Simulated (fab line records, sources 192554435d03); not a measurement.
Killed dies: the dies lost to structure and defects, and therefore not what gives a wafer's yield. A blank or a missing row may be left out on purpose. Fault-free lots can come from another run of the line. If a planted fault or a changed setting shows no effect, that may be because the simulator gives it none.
Split-lot trial + flow n5_finfet + 21 wafers read across 7 lots, on a route 1938 steps long

== SPLIT DETAILS ==
At N5_MIM_BOT_LITHO_EXPOSE_05 (exposes mask MIM BOT), the setting dose_mj was moved away from the recipe's 24.25 on 7 of the 21 wafers read, by -4.4% to +4.5%. For the rest of the wafers, this setting stayed at what the recipe calls for.

== FROM THE SPLIT TO THE READING: what the file shows between them, 3 steps ==
- N5_MIM_BOT_LITHO_PEB_06
- N5_MIM_BOT_LITHO_DEVELOP_07: develop time 60 s
- N5_MIM_BOT_LITHO_HARDBAKE_09: time 120 s

== THE READING ==
At N5_MIM_BOT_LITHO_CD_MEAS_08: cd_nm in nanometres, against a target cd of 3000 nm. Fault-free wafers of this fab line usually give 2999.6 nm, standard deviation 2.5 nm.

| wafer  | tool, chamber at the split | dose_mj as run | against the recipe | cd_nm, nm | against lot-mates on the recipe |
|--------|----------------------------|----------------|--------------------|-----------|---------------------------------|
| L074.1 | krf_scanner-01, 0          | 24.25          | recipe             | 3001.8    | -                               |
| L074.3 | krf_scanner-01, 0          | 24.25          | recipe             | 3002.6    | -                               |
| L074.5 | krf_scanner-01, 0          | 23.24          | -4.2%              | 2992.4    | -9.8                            |
| L079.1 | krf_scanner-01, 0          | 24.25          | recipe             | 2995.5    | -                               |
| L079.4 | krf_scanner-01, 0          | 24.25          | recipe             | 2996.6    | -                               |
| L079.5 | krf_scanner-01, 0          | 24.25          | recipe             | 2994.7    | -                               |
| L078.3 | krf_scanner-01, 0          | 24.25          | recipe             | 3000.4    | -                               |
| L078.4 | krf_scanner-01, 0          | 24.25          | recipe             | 2998.4    | -                               |
| L078.5 | krf_scanner-01, 0          | 24.25          | recipe             | 3001.9    | -                               |
| L086.3 | krf_scanner-02, 0          | 23.72          | -2.2%              | 2995.1    | -2.5                            |
| L086.4 | krf_scanner-02, 0          | 23.72          | -2.2%              | 2989.9    | -7.7                            |
| L086.6 | krf_scanner-02, 0          | 24.25          | recipe             | 2997.6    | -                               |
| L090.1 | krf_scanner-01, 0          | 24.25          | recipe             | 2998.7    | -                               |
| L090.5 | krf_scanner-01, 0          | 24.25          | recipe             | 3002.3    | -                               |
| L090.6 | krf_scanner-01, 0          | 25.33          | +4.5%              | 3005.3    | +4.8                            |
| L091.1 | krf_scanner-02, 0          | 24.89          | +2.6%              | 3006.4    | +8.2                            |
| L091.3 | krf_scanner-02, 0          | 24.25          | recipe             | 2998.5    | -                               |
| L091.5 | krf_scanner-02, 0          | 24.25          | recipe             | 2997.9    | -                               |
| L094.1 | krf_scanner-02, 0          | 23.18          | -4.4%              | 2994.1    | -5.6                            |
| L094.3 | krf_scanner-02, 0          | 24.25          | recipe             | 2999.7    | -                               |
| L094.6 | krf_scanner-02, 0          | 23.18          | -4.4%              | 2992.9    | -6.8                            |

THE FIT
A straight line over all 21 wafers: cd_nm changes by +1.64 nm for each +1% of dose_mj; r = +0.80; the points scatter about the line by 2.6 nm.
The same after taking each lot's own level away (the mean of its wafers on the recipe; 21 wafers): +1.73 nm for each +1%; r = +0.89; scatter 1.9 nm.
According to that fit, moving dose_mj by its largest amount changes the reading by 7.7 nm.
From 2995.60 to 3002.20 nm: that is the span of the lots' own levels, equal to 2.6 times the standard deviation above.
Hence the lot-to-lot level has little effect on the slope; both slopes agree.
Check: with one of the wafers moved furthest among these (+4.5%) left out of the fit, the line predicts +8.98 nm for it against its lot-mates. It came out at +4.8 nm against them.

== THE FILE'S OWN FIT ==
cd_nm changes by +1.79 nm for each +1% of dose_mj, r = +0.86.
